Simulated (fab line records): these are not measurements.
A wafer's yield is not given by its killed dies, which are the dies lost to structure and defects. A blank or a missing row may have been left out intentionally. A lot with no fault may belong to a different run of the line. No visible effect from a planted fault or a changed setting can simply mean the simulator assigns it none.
Chamber matching :: flow n5 finfet :: rie diel-05 running N5_GATE_CUT_ETCH_19: 4 sister chambers
The step etches SiNx in CH3F/O2, target depth 53.7 nm, time 76.7 s. 8 wafers are shown with their chamber, then 10 later ones without.

## WAFERS PAIRED WITH THEIR CHAMBERS
wafer: L074.4
chamber: 2
showerhead plenum p Torr (Torr): 2.02
throttle valve pct (%): 16.03

wafer: L081.5
chamber: 3
showerhead plenum p Torr (Torr): 1.96
throttle valve pct (%): 16.52

wafer: L084.4
chamber: 2
showerhead plenum p Torr (Torr): 2.02
throttle valve pct (%): 16.09

wafer: L086.2
chamber: 1
showerhead plenum p Torr (Torr): 2.06
throttle valve pct (%): 16.11

wafer: L086.5
chamber: 0
showerhead plenum p Torr (Torr): 1.98
throttle valve pct (%): 16.41

wafer: L086.6
chamber: 3
showerhead plenum p Torr (Torr): 1.96
throttle valve pct (%): 16.51

wafer: L090.3
chamber: 1
showerhead plenum p Torr (Torr): 2.06
throttle valve pct (%): 16.13

wafer: L090.5
chamber: 0
showerhead plenum p Torr (Torr): 1.97
throttle valve pct (%): 16.42

## WAFERS WITH NO CHAMBER GIVEN
wafer: L090.6
showerhead plenum p Torr (Torr): 1.96
throttle valve pct (%): 16.54

wafer: L094.1
showerhead plenum p Torr (Torr): 1.95
throttle valve pct (%): 16.55

wafer: L094.2
showerhead plenum p Torr (Torr): 2.01
throttle valve pct (%): 16.12

wafer: L094.4
showerhead plenum p Torr (Torr): 1.97
throttle valve pct (%): 16.41

wafer: L095.1
showerhead plenum p Torr (Torr): 2.01
throttle valve pct (%): 16.14

wafer: L095.4
showerhead plenum p Torr (Torr): 1.97
throttle valve pct (%): 16.40

wafer: L095.5
showerhead plenum p Torr (Torr): 1.95
throttle valve pct (%): 16.54

wafer: L096.1
showerhead plenum p Torr (Torr): 1.97
throttle valve pct (%): 16.43

wafer: L096.2
showerhead plenum p Torr (Torr): 2.06
throttle valve pct (%): 16.15

wafer: L096.3
showerhead plenum p Torr (Torr): 2.01
throttle valve pct (%): 16.12

## CHAMBER TAKEN BY EACH
wafer: L090.6
from the rows above: 3
in truth: 3

wafer: L094.1
from the rows above: 3
in truth: 3

wafer: L094.2
from the rows above: 2
in truth: 2

wafer: L094.4
from the rows above: 0
in truth: 0

wafer: L095.1
from the rows above: 2
in truth: 2

wafer: L095.4
from the rows above: 0
in truth: 0

wafer: L095.5
from the rows above: 3
in truth: 3

wafer: L096.1
from the rows above: 0
in truth: 0

wafer: L096.2
from the rows above: 1
in truth: 1

wafer: L096.3
from the rows above: 2
in truth: 2
Correctly placed: 10 of 10. From these rows, 0 cannot be placed. Number placed wrongly: 0.
How it was worked out, from the rows above alone: a wafer's distance from a chamber is the root of the sum, over the readings, of the square of ((its reading less the chamber's mean) divided by the reading's scatter). The wafer belongs to the nearest chamber; if the next one is less than 2 further off, it can't be placed. Each chamber's mean is taken over the wafers shown for it. The scatter is the square root of a quotient: the sum, over the shown wafers, of each reading's squared deviation from its chamber's mean, divided by wafers minus chambers.
